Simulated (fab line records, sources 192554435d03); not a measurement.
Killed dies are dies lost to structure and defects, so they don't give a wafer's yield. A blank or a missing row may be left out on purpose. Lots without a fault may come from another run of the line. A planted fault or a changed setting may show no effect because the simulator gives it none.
Chamber matching | flow n5_finfet | N5_ZERO_LAYER_ETCH_17 on rie_diel-03: 4 sister chambers
The step etches SiO2 in CF4, target depth 12 nm, time 13.3 s. 4 wafers are shown with their chamber, then 10 later ones without.

WAFERS WITH THEIR CHAMBER
wafer  | chamber | drypump_motor_current_A (A)
L085.4 | 3       | 6.6
L087.6 | 1       | 5.9
L088.2 | 2       | 5.2
L088.3 | 0       | 5.6

WAFERS WITHOUT THEIR CHAMBER
wafer  | drypump_motor_current_A (A)
L088.6 | 5.9
L091.2 | 6.6
L091.3 | 5.5
L091.6 | 5.6
L093.1 | 6.6
L093.3 | 5.9
L093.5 | 6.6
L095.2 | 5.3
L095.4 | 5.5
L095.6 | 5.5

WHICH CHAMBER EACH WENT THROUGH
wafer  | from the rows above | in truth
L088.6 | 1                   | 1
L091.2 | 3                   | 3
L091.3 | 0                   | 0
L091.6 | 0                   | 0
L093.1 | 3                   | 3
L093.3 | 1                   | 1
L093.5 | 3                   | 3
L095.2 | 2                   | 2
L095.4 | 0                   | 0
L095.6 | 0                   | 0
Placed correctly: 10 of 10. Can't be placed from these rows: 0. Placed wrongly: 0.
How it was worked out, from the rows above alone: a wafer's distance from a chamber is the root of the sum, over the readings, of the square of ((its reading less the chamber's mean) divided by the reading's scatter). The wafer belongs to the nearest chamber; if the next one is less than 2 further off, it can't be placed. A chamber's mean is the mean of its shown wafers. The scatter: with one shown wafer a chamber, the root of the mean of the squares of how far each hidden wafer lies from its nearest shown one.
